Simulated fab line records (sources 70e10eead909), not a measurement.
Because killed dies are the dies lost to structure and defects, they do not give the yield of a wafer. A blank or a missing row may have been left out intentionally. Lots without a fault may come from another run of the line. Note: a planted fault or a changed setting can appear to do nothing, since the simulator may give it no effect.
fab line records ; flow nandHarc ; part 2 of 2: steps 5 to 6 of 6
record lots=22; wafers=66; lastDay=24
route steps=1159 shown A_CONTACT@884
lots that met no fault: taken from a fault-free run of the same line
startH: start of the lot's first displayed wafer, in hours after the record's first day ; waitH: how many hours have passed since the lot's step before this one ; " as in the row above ; L1.1+2: several wafers, shown together as one row ; - no value, or no start was given ; * or withheld: withheld ; < > ~ a bound
route shown NAME@n: names a module that has steps shown in the file, with the first one's number in the route ; usual: mean/standard deviation taken from wafers without a fault ; same: alike in all rows ; chamber/n: place in a boat ; sites: per-site readings ; _std_site: how widely they spread, as a standard deviation ; _edge_site: mean of outer sites minus mean of inner sites ; radiusMm: for every site, how far away it sits from the centre of the wafer ; mask NAME#n: copy n ; behind: the last tool/chamber to shape the wafer ; hold: what put the lot on hold/how long, in hours/how the hold closed ; device: the n, p or np transistor that did not switch ; end of line: tests run on the same wafers once the route is complete ; where a step has no rows: the recipe by itself ; killed: at the first sort, the dies lost to defects and structure; wafer yield is something else ; map: dies across one wafer; x = killed, . = not, _ = none there
set.NAME: setting as actually run; set.NAME@STEP: the setting as run at that earlier step ; model.NAME: the simulator's own value behind a step, which no gauge read
a sample of lots followed through the steps of the route, with each step as a table and each wafer as a row
services: a tool's chamber out of use, with start hour (startH, from the record's first day; less than 0 if before it), hours out, and reason
## steps
# step NHARC_A_CONTACT_ETCH_88
# recipe targetDepthA=390; overEtchFrac=0.3; timeS=65; ionEnergyEv=80; cf4FlowSccm=150; arFlowSccm=0; rfW=300; biasW=100; chemistry=CF4
# usual biasW=99.97/0.3; drypumpMotorCurrentA=5.7/0.54; oesProductAu=1.000/0.0078; rfVppV=151.3/1.2; showerheadPlenumPTorr=1.78/0.074; throttleValvePct=13.284/0.0098
lot.wafer;tool;chamber;startH;waitH;biasW;drypumpMotorCurrentA;oesProductAu;rfHoursCounterH;rfVppV;showerheadPlenumPTorr;throttleValvePct
L074.1;rieDiel-06;3;377.45;0.1;99.76;6.6;0.984;27;153.2;1.85;13.274
L074.6;rieDiel-06;0;377.45;0.1;99.78;5.3;0.998;-;150.6;1.74;13.279
L074.5;rieDiel-06;1;377.45;0.1;99.91;5.4;0.985;-;148.6;1.65;13.284
L077.1;rieDiel-13;3;391.06;0.1;99.86;6.3;0.998;44;152.0;1.82;13.291
L077.5;rieDiel-13;2;391.06;0.1;99.97;5.8;1.003;-;150.8;1.77;13.278
L077.6;rieDiel-13;3;391.06;0.1;99.57;6.3;1.007;-;151.7;1.82;13.303
L075.2;rieDiel-06;1;391.21;0.1;99.59;5.4;0.985;28;150.8;1.65;13.288
L075.4;rieDiel-06;2;391.21;0.1;100.01;5.0;0.997;30;151.5;1.85;13.265
L075.1;rieDiel-06;0;391.21;0.1;99.52;5.3;0.990;27;153.0;1.74;13.294
L079.2;rieDiel-06;3;393.07;0.1;99.66;6.6;0.994;31;152.0;1.85;13.287
L079.1;rieDiel-06;0;393.07;0.1;100.25;5.3;1.001;27;149.8;1.74;13.275
L079.3;rieDiel-06;1;393.07;0.1;100.09;5.4;0.994;29;149.7;1.65;13.297
L078.1;rieDiel-05;1;393.99;0.1;100.22;5.9;1.007;17;151.6;1.85;13.286
L078.2;rieDiel-05;0;393.99;0.1;99.53;6.1;0.989;18;151.9;1.87;13.287
L078.6;rieDiel-05;1;393.99;0.1;99.86;5.9;1.002;-;152.5;1.85;13.281
L076.2;rieDiel-06;2;396.13;0.1;100.31;5.0;1.003;31;151.1;1.85;13.283
L076.4;rieDiel-06;1;396.13;0.1;100.03;5.4;0.994;29;149.7;1.65;13.266
L076.6;rieDiel-06;2;396.13;0.1;100.23;5.0;0.997;-;152.3;1.85;13.286
L082.1;rieDiel-06;0;433.73;0.1;99.87;5.3;1.000;2;150.6;1.74;13.278
L082.3;rieDiel-06;3;433.73;0.1;100.67;6.6;1.011;2;151.8;1.84;13.287
L082.6;rieDiel-06;0;433.73;0.1;100.14;5.3;1.001;-;151.6;1.74;13.275
L081.1;rieDiel-06;2;436.94;0.1;100.26;5.0;1.002;2;152.9;1.85;13.278
L081.5;rieDiel-06;0;436.94;0.1;99.74;5.3;0.993;-;150.6;1.74;13.274
L081.6;rieDiel-06;1;436.94;0.1;99.64;5.5;1.006;-;149.3;1.65;13.285
L083.4;rieDiel-06;0;441.83;0.1;99.81;5.3;1.008;3;150.2;1.74;13.287
L083.6;rieDiel-06;0;441.83;0.1;99.67;5.3;1.000;-;151.7;1.74;13.280
L083.5;rieDiel-06;1;441.83;0.1;100.25;5.4;0.993;-;149.3;1.65;13.272
L086.2;rieDiel-13;2;447.15;0.1;100.14;5.8;1.001;56;150.7;1.77;13.283
L086.6;rieDiel-13;1;447.15;0.1;100.03;6.2;0.985;-;150.7;1.71;13.277
L086.5;rieDiel-13;2;447.15;0.1;100.44;5.8;1.000;-;152.1;1.77;13.296
L084.1;rieDiel-06;2;448.83;0.1;100.03;5.0;1.001;4;153.1;1.84;13.279
L084.4;rieDiel-06;3;448.83;0.1;99.53;6.6;1.002;4;151.7;1.84;13.294
L084.6;rieDiel-06;2;448.83;0.1;99.94;5.0;1.001;-;153.6;1.84;13.294
L085.2;rieDiel-06;3;452.85;0.1;100.10;6.6;0.997;5;151.7;1.84;13.264
L085.4;rieDiel-06;2;452.85;0.1;99.84;5.0;1.009;5;152.4;1.84;13.277
L085.6;rieDiel-06;0;452.85;0.1;99.67;5.3;1.012;-;150.6;1.74;13.266
L089.3;rieDiel-06;1;477.86;0.1;100.10;5.4;1.000;10;149.4;1.65;13.275
L089.6;rieDiel-06;0;477.86;0.1;99.80;5.3;0.988;-;151.1;1.74;13.282
L089.4;rieDiel-06;1;477.86;0.1;100.02;5.4;1.000;-;150.2;1.65;13.307
L087.1;rieDiel-06;1;479.17;0.1;100.15;5.4;1.003;11;150.2;1.65;13.275
L087.4;rieDiel-06;0;479.17;0.1;100.60;5.3;1.007;-;149.9;1.74;13.280
L087.6;rieDiel-06;1;479.17;0.1;99.87;5.5;0.997;-;149.6;1.65;13.277
L091.3;rieDiel-13;3;482.33;0.3;99.83;6.4;0.992;8;152.0;1.81;13.290
L091.1;rieDiel-13;1;482.33;0.3;100.06;6.3;0.997;7;151.6;1.71;13.285
L091.6;rieDiel-13;0;482.33;0.3;100.31;5.9;0.989;-;153.0;1.89;13.283
L090.1;rieDiel-13;1;485.63;0.2;100.37;6.2;0.986;9;149.3;1.71;13.281
L090.5;rieDiel-13;2;485.63;0.2;100.63;5.8;0.995;-;150.8;1.77;13.272
L090.6;rieDiel-13;3;485.63;0.2;99.48;6.3;1.003;-;152.3;1.81;13.284
L088.4;rieDiel-06;3;489.38;0.1;100.19;6.6;1.017;11;151.5;1.84;13.297
L088.3;rieDiel-06;1;489.38;0.1;100.25;5.4;0.999;14;149.4;1.65;13.295
L088.5;rieDiel-06;3;489.38;0.1;99.67;6.6;1.002;-;152.9;1.84;13.287
L095.1;rieDiel-06;0;494.45;0.1;100.12;5.3;1.013;14;151.6;1.74;13.294
L095.5;rieDiel-06;3;494.45;0.1;100.11;6.6;1.004;-;151.8;1.84;13.287
L095.6;rieDiel-06;0;494.45;0.1;99.41;5.3;1.006;-;151.5;1.74;13.301
L094.2;rieDiel-06;3;498.75;0.1;99.65;6.6;1.012;13;153.2;1.84;13.279
L094.3;rieDiel-06;0;498.75;0.1;99.78;5.3;1.008;15;151.0;1.74;13.280
L094.6;rieDiel-06;2;498.75;0.1;100.15;5.0;1.012;-;152.8;1.84;13.281
L092.1;rieDiel-05;3;511.37;0.2;99.79;6.2;1.000;63;150.4;1.76;13.285
L092.5;rieDiel-05;1;511.37;0.2;99.45;5.9;0.990;-;150.6;1.83;13.299
L092.6;rieDiel-05;2;511.37;0.2;100.30;5.6;0.999;-;151.1;1.75;13.290
L097.3;rieDiel-06;3;515.77;0.1;100.43;6.6;1.007;16;151.2;1.84;13.275
L097.5;rieDiel-06;2;515.77;0.1;100.87;5.0;1.006;-;153.0;1.84;13.273
L097.6;rieDiel-06;3;515.77;0.1;100.00;6.6;1.004;-;152.0;1.84;13.286
L096.3;rieDiel-05;0;518.53;0.2;99.89;6.1;0.992;63;152.8;1.85;13.305
L096.4;rieDiel-05;1;518.53;0.2;99.95;5.9;0.990;62;150.3;1.83;13.290
L096.6;rieDiel-05;0;518.53;0.2;100.48;6.1;0.991;-;152.5;1.85;13.279
# step NHARC_A_CONTACT_STRIP_26
# recipe o2FlowSccm=500; arFlowSccm=0; biasW=0; chemistry=O2
# usual drypumpMotorCurrentA=5.8/0.5; oesProductAu=0.998/0.0081; rfVppV=57.9/0.93; showerheadPlenumPTorr=3.56/0.15; throttleValvePct=17.037/0.009
# same biasW=0
lot.wafer;tool;chamber;startH;waitH;drypumpMotorCurrentA;oesProductAu;rfHoursCounterH;rfVppV;showerheadPlenumPTorr;throttleValvePct
L074.1;rieDiel-06;0;-;-;5.3;1.002;25;58.2;3.48;17.040
L074.6;rieDiel-06;1;-;-;5.5;0.991;-;57.6;3.29;17.044
L074.5;rieDiel-06;2;-;-;5.1;1.000;-;59.4;3.69;17.033
L077.1;rieDiel-13;3;-;-;6.4;0.999;45;58.8;3.63;17.044
L077.6;rieDiel-13;0;-;-;5.9;0.991;-;59.5;3.78;17.027
L077.5;rieDiel-13;1;-;-;6.2;0.989;-;57.9;3.42;17.045
L075.1;rieDiel-06;0;-;-;5.3;1.002;28;57.0;3.48;17.030
L075.4;rieDiel-06;2;-;-;5.1;0.998;31;57.2;3.68;17.031
L075.2;rieDiel-06;3;-;-;6.7;0.987;31;56.4;3.68;17.037
L079.3;rieDiel-06;3;-;-;6.7;0.983;31;56.8;3.68;17.024
L079.2;rieDiel-06;0;-;-;5.3;1.000;28;57.2;3.48;17.048
L079.1;rieDiel-06;1;-;-;5.4;0.977;29;57.5;3.29;17.044
L078.1;rieDiel-13;1;-;-;6.3;1.003;43;57.4;3.42;17.045
L078.2;rieDiel-13;2;-;-;5.8;1.014;41;58.5;3.54;17.036
L078.6;rieDiel-13;2;-;-;5.8;1.005;-;57.3;3.54;17.052
L076.4;rieDiel-06;0;-;-;5.3;1.014;28;56.2;3.48;17.030
L076.2;rieDiel-06;3;-;-;6.6;0.988;32;58.9;3.68;17.026
L076.6;rieDiel-06;0;-;-;5.3;1.003;-;58.4;3.48;17.036
L082.1;rieDiel-06;0;-;-;5.3;1.001;2;58.6;3.48;17.050
L082.3;rieDiel-06;1;-;-;5.4;1.005;2;57.8;3.29;17.030
L082.6;rieDiel-06;3;-;-;6.7;1.005;-;58.0;3.68;17.048
L081.1;rieDiel-13;0;-;-;5.9;1.009;58;60.0;3.77;17.038
L081.5;rieDiel-13;2;-;-;5.8;1.012;-;58.6;3.53;17.038
L081.6;rieDiel-13;3;-;-;6.4;1.008;-;57.9;3.62;17.050
L083.4;rieDiel-05;3;-;-;6.2;0.986;38;58.4;3.53;17.042
L083.5;rieDiel-05;1;-;-;5.9;0.988;-;57.7;3.67;17.042
L083.6;rieDiel-05;2;-;-;5.6;0.998;-;58.2;3.51;17.036
L086.2;rieDiel-05;1;-;-;5.9;0.982;38;58.2;3.67;17.043
L086.5;rieDiel-05;1;-;-;5.9;0.995;-;57.9;3.67;17.043
L086.6;rieDiel-05;2;-;-;5.6;0.996;-;57.9;3.51;17.025
L084.1;rieDiel-06;2;-;-;5.0;1.009;5;58.1;3.68;17.035
L084.4;rieDiel-06;0;-;-;5.3;1.001;5;57.9;3.48;17.022
L084.6;rieDiel-06;2;-;-;5.0;0.994;-;58.1;3.68;17.042
L085.4;rieDiel-06;2;-;-;5.1;1.004;5;58.8;3.68;17.035
L085.2;rieDiel-06;3;-;-;6.7;1.006;5;57.9;3.68;17.044
L085.6;rieDiel-06;2;-;-;5.0;0.997;-;58.9;3.68;17.026
L089.3;rieDiel-06;1;-;-;5.5;1.011;11;56.3;3.28;17.030
L089.6;rieDiel-06;2;-;-;5.0;1.009;-;58.1;3.68;17.030
L089.4;rieDiel-06;0;-;-;5.3;0.999;-;57.9;3.47;17.027
L087.1;rieDiel-13;1;-;-;6.2;0.995;7;57.4;3.41;17.035
L087.4;rieDiel-13;2;-;-;5.8;1.007;8;56.8;3.52;17.043
L087.6;rieDiel-13;1;-;-;6.2;0.989;-;57.6;3.41;17.034
L091.1;rieDiel-05;0;-;-;6.1;0.998;53;57.0;3.70;17.040
L091.3;rieDiel-05;3;-;-;6.3;0.996;55;58.9;3.52;17.019
L091.6;rieDiel-05;0;-;-;6.1;0.993;-;59.4;3.70;17.060
L090.1;rieDiel-13;3;-;-;6.4;1.000;11;56.3;3.61;17.044
L090.6;rieDiel-13;0;-;-;5.9;0.993;-;58.0;3.77;17.047
L090.5;rieDiel-13;1;-;-;6.2;0.991;-;57.7;3.41;17.034
L088.3;rieDiel-05;0;-;-;6.1;0.998;55;58.0;3.70;17.036
L088.5;rieDiel-05;3;-;-;6.3;1.001;-;57.3;3.52;17.016
L088.4;rieDiel-05;0;-;-;6.1;0.990;-;59.3;3.70;17.034
L095.1;rieDiel-13;3;-;-;6.3;1.001;13;57.1;3.61;17.039
L095.5;rieDiel-13;0;-;-;5.9;0.994;-;59.3;3.76;17.027
L095.6;rieDiel-13;1;-;-;6.3;0.997;-;57.6;3.40;17.040
L094.3;rieDiel-06;1;-;-;5.4;1.007;15;57.4;3.28;17.036
L094.2;rieDiel-06;2;-;-;5.1;1.012;16;57.8;3.67;17.034
L094.6;rieDiel-06;1;-;-;5.5;1.000;-;55.7;3.28;17.041
L092.1;rieDiel-06;0;-;-;5.3;0.993;18;58.1;3.47;17.046
L092.5;rieDiel-06;1;-;-;5.4;1.003;-;57.8;3.28;17.033
L092.6;rieDiel-06;2;-;-;5.1;1.002;-;57.5;3.67;17.030
L097.3;rieDiel-05;3;-;-;6.2;0.985;66;57.7;3.52;17.047
L097.6;rieDiel-05;3;-;-;6.3;0.989;-;58.0;3.52;17.031
L097.5;rieDiel-05;0;-;-;6.1;0.991;-;57.6;3.70;17.024
L096.3;rieDiel-06;1;-;-;5.5;0.992;22;58.1;3.28;17.035
L096.4;rieDiel-06;2;-;-;5.0;1.007;23;57.8;3.67;17.045
L096.6;rieDiel-06;0;-;-;5.3;0.995;-;56.7;3.47;17.043
## services
tool;chamber;startH;hours;kind
rieDiel-06;0;348.22;-;clean
rieDiel-06;1;348.22;-;clean
rieDiel-06;2;348.22;-;clean
rieDiel-06;3;348.22;-;clean
aclDep-02;-;349.28;13.0;pm
rieDiel-06;0;372.72;-;clean
rieDiel-06;1;372.72;-;clean
rieDiel-06;2;372.72;-;clean
rieDiel-06;3;372.72;-;clean
rieDiel-05;2;373.55;2.0;repair
rieDiel-06;0;397.37;-;clean
rieDiel-06;1;397.37;-;clean
rieDiel-06;2;397.37;-;clean
rieDiel-06;3;397.37;-;clean
aclDep-03;-;405.36;13.0;pm
rieDiel-06;-;418.20;9.0;pm
rieDiel-06;0;418.20;9.0;ventCycle
rieDiel-06;1;418.20;9.0;ventCycle
rieDiel-06;2;418.20;9.0;ventCycle
aclDep-01;-;425.76;15.7;repair
rieDiel-13;-;453.14;9.0;pm
aclDep-01;-;474.78;13.0;pm
rieDiel-06;3;475.93;7.0;repair
rieDiel-05;2;479.22;14.6;repair
